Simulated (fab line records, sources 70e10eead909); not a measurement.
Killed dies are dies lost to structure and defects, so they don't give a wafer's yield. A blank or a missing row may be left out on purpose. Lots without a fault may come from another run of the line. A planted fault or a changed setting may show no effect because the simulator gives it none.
Which tool did it? | flow nand_harc | 24 lots, 72 wafers sampled, at 2 steps of a route of 1302

WHAT THE GAUGES READ, wafer by wafer
NHARC_P_GATE_CD_MEAS_33.
lot  | measured     | on        | cd_nm (nm)
L074 | day 5 08:04  | cd_sem-01 | 118 124 121
L075 | day 5 12:01  | cd_sem-01 | 119 126 121
L076 | day 6 05:23  | cd_sem-02 | 121 114 115
L077 | day 6 05:54  | cd_sem-03 | 127 122 124
L079 | day 7 03:11  | cd_sem-03 | 123 123 120
L078 | day 7 03:29  | cd_sem-03 | 118 114 121
L080 | day 7 12:17  | cd_sem-02 | 117 115 114
L081 | day 8 02:29  | cd_sem-01 | 122 121 120
L082 | day 8 06:56  | cd_sem-02 | 120 122 123
L083 | day 8 19:19  | cd_sem-01 | 122 125 121
L084 | day 9 06:40  | cd_sem-03 | 117 119 117
L085 | day 9 17:37  | cd_sem-03 | 121 115 121
L086 | day 9 23:16  | cd_sem-02 | 117 116 118
L087 | day 10 10:29 | cd_sem-01 | 118 118 120
L089 | day 11 02:16 | cd_sem-02 | 119 119 119
L088 | day 11 03:06 | cd_sem-02 | 118 123 124
L090 | day 12 02:34 | cd_sem-03 | 118 117 118
L091 | day 12 03:14 | cd_sem-03 | 125 122 119
L092 | day 12 10:33 | cd_sem-03 | 122 121 121
L093 | day 13 01:20 | cd_sem-02 | 126 123 121
L094 | day 13 05:55 | cd_sem-03 | 122 119 118
L095 | day 14 05:45 | cd_sem-03 | 118 117 123
L096 | day 14 08:29 | cd_sem-02 | 121 117 118
L097 | day 14 19:13 | cd_sem-03 | 124 121 120

WHICH TOOL RAN EACH LOT (tool, then ch and the chambers of the sampled wafers, then the start)
lot  | NHARC_P_GATE_DEP_103
L074 | pecvd-03 ch 0,2, day 5 06:32
L075 | pecvd-01 ch 1,2, day 5 10:24
L076 | pecvd-01 ch 0,1,2, day 6 03:43
L077 | pecvd-01 ch 0,1,2, day 6 04:22
L079 | pecvd-03 ch 0,1,2, day 7 01:38
L078 | pecvd-04 ch 0,2, day 7 01:52
L080 | pecvd-01 ch 0,2, day 7 10:44
L081 | pecvd-01 ch 0,1,2, day 8 00:55
L082 | pecvd-03 ch 0,2, day 8 05:17
L083 | pecvd-01 ch 1,2, day 8 17:38
L084 | pecvd-01 ch 0,1,2, day 9 05:01
L085 | pecvd-03 ch 0,2, day 9 15:48
L086 | pecvd-01 ch 0,1,2, day 9 21:37
L087 | pecvd-04 ch 0,1,2, day 10 08:17
L089 | pecvd-01 ch 0,1, day 11 00:44
L088 | pecvd-01 ch 0,1,2, day 11 01:29
L090 | pecvd-04 ch 0,1,2, day 12 00:55
L091 | pecvd-03 ch 0,1, day 12 01:38
L092 | pecvd-01 ch 0,1, day 12 09:04
L093 | pecvd-04 ch 0,1, day 12 23:40
L094 | pecvd-03 ch 0,1, day 13 04:22
L095 | pecvd-03 ch 0,1, day 14 04:05
L096 | pecvd-04 ch 0,1,2, day 14 06:49
L097 | pecvd-04 ch 0,2, day 14 17:43
- NHARC_P_GATE_DEP_103: deposits SiON, target thk 30 nm.

WHAT THE TOOLS THEMSELVES READ (means of the sampled wafers that have a number; where no wafer has one, the mark that the record gives instead)
NHARC_P_GATE_DEP_103.
lot  | tool     | heater_power_w (W)
L074 | pecvd-03 | 648
L075 | pecvd-01 | 848
L076 | pecvd-01 | 847
L077 | pecvd-01 | 870
L079 | pecvd-03 | 681
L078 | pecvd-04 | 666
L080 | pecvd-01 | 818
L081 | pecvd-01 | 918
L082 | pecvd-03 | 521
L083 | pecvd-01 | 988
L084 | pecvd-01 | 855
L085 | pecvd-03 | 678
L086 | pecvd-01 | 872
L087 | pecvd-04 | 712
L089 | pecvd-01 | 874
L088 | pecvd-01 | 914
L090 | pecvd-04 | 712
L091 | pecvd-03 | 739
L092 | pecvd-01 | 949
L093 | pecvd-04 | 688
L094 | pecvd-03 | 617
L095 | pecvd-03 | 587
L096 | pecvd-04 | 732
L097 | pecvd-04 | 735

THE ANSWER, worked out from the rows above alone
Rule: what is usual is taken from the lots themselves. Put in order of their means at a reading, lots are off if they are a third of the lots or fewer, leave a main group of 4 or more, and stand apart from it by a gap of 3 or more times the standard deviation of the main group's means; of several such gaps the widest counts. A main group whose means are all the same, to the digits that the tables above print for the reading, isn't used. A lot without any number at a reading at which 4 lots or more have one is off too. The other lots that the step has rows for count as sound. The gauges are gone through in route order, then the tools' own readings, and for those a lot's mean is taken as printed above. The first step at which some lot is off is used, and at that step the reading that is off furthest; a lot without a number counts as furthest.
No lot is off at any reading shown: from this, nothing can be told.

WHAT THE SIMULATOR HAD PUT IN
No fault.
